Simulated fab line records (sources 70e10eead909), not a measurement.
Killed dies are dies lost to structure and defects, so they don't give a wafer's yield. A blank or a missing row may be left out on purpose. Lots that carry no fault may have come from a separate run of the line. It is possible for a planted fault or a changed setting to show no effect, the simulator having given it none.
Which of the tools did it? | flow nandHarc | 24 lots, 72 wafers sampled, at 4 steps of a route of 1302

WHAT EACH GAUGE READ, for each wafer
NHARC_A_CONTACT_CD_MEAS_69: the cd target is 300 nm. Usual: cdNm at 300.0 nm, with a standard deviation of 0.56.
lot  | measured     | on       | cdNm (nm)         | flag
L074 | day 22 04:19 | cdSem-02 | 298.9 299.9 300.2 | 
L075 | day 22 16:11 | cdSem-02 | 301.4 300.8 300.1 | 
L076 | day 22 18:46 | cdSem-03 | 300.4 301.2 300.9 | 
L077 | day 22 22:00 | cdSem-02 | 299.8 299.9 300.4 | 
L078 | day 23 08:40 | cdSem-01 | 299.5 300.3 300.7 | 
L080 | day 24 01:01 | cdSem-01 | 300.7 300.5 300.9 | 
L079 | day 24 01:21 | cdSem-02 | 299.0 299.6 299.6 | 
L081 | day 24 20:05 | cdSem-01 | 300.3 299.9 300.1 | 
L082 | day 25 21:16 | cdSem-01 | 300.5 299.5 300.1 | 
L085 | day 26 16:55 | cdSem-02 | 299.2 299.9 300.1 | 
L083 | day 26 17:41 | cdSem-02 | 299.6 300.4 299.9 | 
L086 | day 26 20:54 | cdSem-02 | 300.9 300.8 301.0 | 
L084 | day 27 03:50 | cdSem-01 | 299.7 300.5 299.9 | 
L087 | day 27 04:32 | cdSem-03 | 299.8 299.9 299.5 | 
L088 | day 28 03:15 | cdSem-03 | 300.5 299.8 300.4 | 
L091 | day 28 16:16 | cdSem-02 | 299.6 300.2 299.3 | 
L090 | day 29 01:48 | cdSem-03 | 300.3 301.1 300.4 | 
L089 | day 29 04:20 | cdSem-01 | 301.1 300.3 300.2 | 
L092 | day 29 07:32 | cdSem-02 | 299.2 299.6 299.4 | 
L093 | day 29 22:10 | cdSem-02 | 299.7 299.4 299.6 | 
L094 | day 30 02:29 | cdSem-01 | 301.0 299.8 300.5 | 
L095 | day 30 22:53 | cdSem-03 | 299.5 300.5 299.7 | 
L096 | day 30 23:26 | cdSem-02 | 300.7 299.3 299.6 | 
L097 | day 31 11:30 | cdSem-01 | 299.3 298.7 299.5 | 

WHAT TOOL EACH LOT RAN ON (gives the tool, then ch and the chambers of the sampled wafers, and finally the start)
lot  | NHARC_A_CONTACT_ETCH_115           | NHARC_A_CONTACT_ETCH_120           | NHARC_A_CONTACT_STRIP_55
L074 | harCapEtch-01 ch 0,1, day 21 15:44 | harCapEtch-01 ch 0,1, day 21 16:35 | rieDiel-02 ch 0,3, day 22 04:19 or earlier
L075 | harCapEtch-03 ch 1, day 22 08:49   | harCapEtch-03 ch 1, day 22 09:41   | rieDiel-10 ch 0,1,2, day 22 16:11 or earlier
L076 | harCapEtch-02 ch 0, day 22 09:44   | harCapEtch-02 ch 0, day 22 10:35   | rieDiel-10 ch 2,3, day 22 18:46 or earlier
L077 | harCapEtch-03 ch 0,1, day 22 13:07 | harCapEtch-03 ch 0,1, day 22 13:58 | rieDiel-03 ch 0,2, day 22 22:00 or earlier
L078 | harCapEtch-03 ch 0,1, day 22 23:49 | harCapEtch-03 ch 0,1, day 23 00:40 | rieDiel-10 ch 0,2,3, day 23 08:40 or earlier
L080 | harCapEtch-01 ch 0,1, day 23 17:28 | harCapEtch-01 ch 0,1, day 23 18:19 | rieDiel-10 ch 2,3, day 24 01:01 or earlier
L079 | harCapEtch-03 ch 0,1, day 23 17:55 | harCapEtch-03 ch 0,1, day 23 18:46 | rieDiel-03 ch 0,1,3, day 24 01:21 or earlier
L081 | harCapEtch-03 ch 0,1, day 24 09:26 | harCapEtch-03 ch 0,1, day 24 10:17 | rieDiel-02 ch 1,2,3, day 24 20:05 or earlier
L082 | harCapEtch-01 ch 0,1, day 25 13:46 | harCapEtch-01 ch 0,1, day 25 14:37 | rieDiel-02 ch 0,1, day 25 21:16 or earlier
L085 | harCapEtch-02 ch 0,1, day 26 04:04 | harCapEtch-02 ch 0,1, day 26 04:55 | rieDiel-02 ch 0,1,3, day 26 16:55 or earlier
L083 | harCapEtch-01 ch 0,1, day 26 05:22 | harCapEtch-01 ch 0,1, day 26 06:13 | rieDiel-10 ch 1,2,3, day 26 17:41 or earlier
L086 | harCapEtch-03 ch 0,1, day 26 07:15 | harCapEtch-03 ch 0,1, day 26 08:07 | rieDiel-03 ch 1,3, day 26 20:54 or earlier
L084 | harCapEtch-01 ch 0,1, day 26 15:12 | harCapEtch-01 ch 0,1, day 26 16:03 | rieDiel-10 ch 1,2,3, day 27 03:50 or earlier
L087 | harCapEtch-03 ch 0,1, day 26 16:27 | harCapEtch-03 ch 0,1, day 26 17:18 | rieDiel-10 ch 1,2,3, day 27 04:32 or earlier
L088 | harCapEtch-01 ch 0,1, day 27 16:52 | harCapEtch-01 ch 0,1, day 27 17:42 | rieDiel-10 ch 0,1,2, day 28 03:15 or earlier
L091 | harCapEtch-02 ch 0,1, day 28 06:54 | harCapEtch-02 ch 0,1, day 28 07:46 | rieDiel-10 ch 0,1,2, day 28 16:16 or earlier
L090 | harCapEtch-03 ch 0,1, day 28 15:59 | harCapEtch-03 ch 0,1, day 28 16:50 | rieDiel-03 ch 1,2,3, day 29 01:48 or earlier
L089 | harCapEtch-02 ch 0,1, day 28 16:27 | harCapEtch-02 ch 0,1, day 28 17:35 | rieDiel-03 ch 0,2, day 29 04:20 or earlier
L092 | harCapEtch-03 ch 0,1, day 28 20:49 | harCapEtch-03 ch 0,1, day 28 21:40 | rieDiel-02 ch 1,2, day 29 07:32 or earlier
L093 | harCapEtch-03 ch 0,1, day 29 14:34 | harCapEtch-03 ch 0,1, day 29 15:26 | rieDiel-03 ch 0,1,3, day 29 22:10 or earlier
L094 | harCapEtch-02 ch 0, day 29 19:01   | harCapEtch-02 ch 0, day 29 19:52   | rieDiel-02 ch 0,1, day 30 02:29 or earlier
L095 | harCapEtch-02 ch 0,1, day 30 15:25 | harCapEtch-02 ch 0,1, day 30 16:17 | rieDiel-03 ch 0,1,3, day 30 22:53 or earlier
L096 | harCapEtch-03 ch 0,1, day 30 15:35 | harCapEtch-03 ch 0,1, day 30 16:28 | rieDiel-02 ch 1,3, day 30 23:26 or earlier
L097 | harCapEtch-03 ch 0,1, day 31 03:59 | harCapEtch-03 ch 0,1, day 31 04:50 | rieDiel-10 ch 0,1,3, day 31 11:30 or earlier
- NHARC_A_CONTACT_ETCH_115: etches the open film in C4F8/O2/Ar, time 190 s, target depth 1850 nm.
- NHARC_A_CONTACT_ETCH_120: etches the open film in C4F8/O2/Ar, time 190 s, target depth 1850 nm.
- NHARC_A_CONTACT_STRIP_55: strips in O2.

AS READ BY THE TOOLS THEMSELVES (means over the sampled wafers that have a number; for cases with no such wafer, the mark the record gives instead)
NHARC_A_CONTACT_STRIP_55. Usual: drypumpMotorCurrentA 5.7 A, standard deviation 0.41; oesProductAu 0.997 a.u., standard deviation 0.0089; rfVppV 57.9 V, standard deviation 0.96; showerheadPlenumPTorr 3.54 Torr, standard deviation 0.18; throttleValvePct 17.036 %, standard deviation 0.009.
lot  | tool       | drypumpMotorCurrentA (A) | oesProductAu (a.u.) | rfVppV (V) | showerheadPlenumPTorr (Torr) | throttleValvePct (%) | flag
L074 | rieDiel-02 | 5.9                      | 1.009               | 58.0       | 3.36                         | 17.035               | 
L075 | rieDiel-10 | 5.4                      | 1.002               | 58.1       | 3.42                         | 17.040               | 
L076 | rieDiel-10 | 5.4                      | 0.995               | 58.5       | 3.70                         | 17.039               | 
L077 | rieDiel-03 | 5.6                      | 1.005               | 58.4       | 3.76                         | 17.040               | 
L078 | rieDiel-10 | 5.3                      | 0.998               | 57.4       | 3.57                         | 17.036               | 
L080 | rieDiel-10 | 5.4                      | 0.990               | 58.4       | 3.69                         | 17.031               | 
L079 | rieDiel-03 | 5.8                      | 0.999               | 58.4       | 3.50                         | 17.023               | 
L081 | rieDiel-02 | 5.8                      | 1.000               | 57.9       | 3.54                         | 17.031               | 
L082 | rieDiel-02 | 6.0                      | 0.983               | 57.1       | 3.45                         | 17.041               | 
L085 | rieDiel-02 | 6.1                      | 0.995               | 57.3       | 3.48                         | 17.033               | 
L083 | rieDiel-10 | 5.5                      | 0.991               | 58.6       | 3.52                         | 17.038               | 
L086 | rieDiel-03 | 6.1                      | 0.996               | 56.9       | 3.36                         | 17.029               | 
L084 | rieDiel-10 | 5.5                      | 1.003               | 57.9       | 3.52                         | 17.038               | 
L087 | rieDiel-10 | 5.5                      | 1.001               | 57.8       | 3.52                         | 17.033               | 
L088 | rieDiel-10 | 5.4                      | 0.999               | 57.1       | 3.39                         | 17.039               | 
L091 | rieDiel-10 | 5.4                      | 1.001               | 58.3       | 3.39                         | 17.040               | 
L090 | rieDiel-03 | 5.9                      | 0.982               | 58.1       | 3.69                         | 17.037               | 
L089 | rieDiel-03 | 5.6                      | 1.001               | 58.1       | 3.70                         | 17.036               | 
L092 | rieDiel-02 | 5.5                      | 0.991               | 58.3       | 3.56                         | 17.036               | 
L093 | rieDiel-03 | 5.8                      | 0.998               | 58.2       | 3.65                         | 17.036               | 
L094 | rieDiel-02 | 6.1                      | 1.003               | 58.5       | 3.56                         | 17.033               | 
L095 | rieDiel-03 | 5.8                      | 0.999               | 59.2       | 3.64                         | 17.030               | 
L096 | rieDiel-02 | 6.1                      | 0.991               | 57.8       | 3.50                         | 17.036               | 
L097 | rieDiel-10 | 5.6                      | 1.006               | 58.4       | 3.47                         | 17.036               | 

THE ANSWER, worked out from the rows above alone
Rule: take the mean of a lot's wafers that have a number; if it is more than 3 standard deviations from the usual mean, the lot is off. Also off: a lot with no number at a reading for which 4 or more lots have one. The other lots that the step has rows for count as sound. After the gauges, taken in route order, come the tools' own readings; for these a lot's mean is taken, as printed above. At the first step where some lot is off, the reading lying furthest off is the one used; lots without a number count as furthest.
Nothing can be told from this: no lot is off at any reading shown.

WHAT THE SIMULATOR HAD INSERTED
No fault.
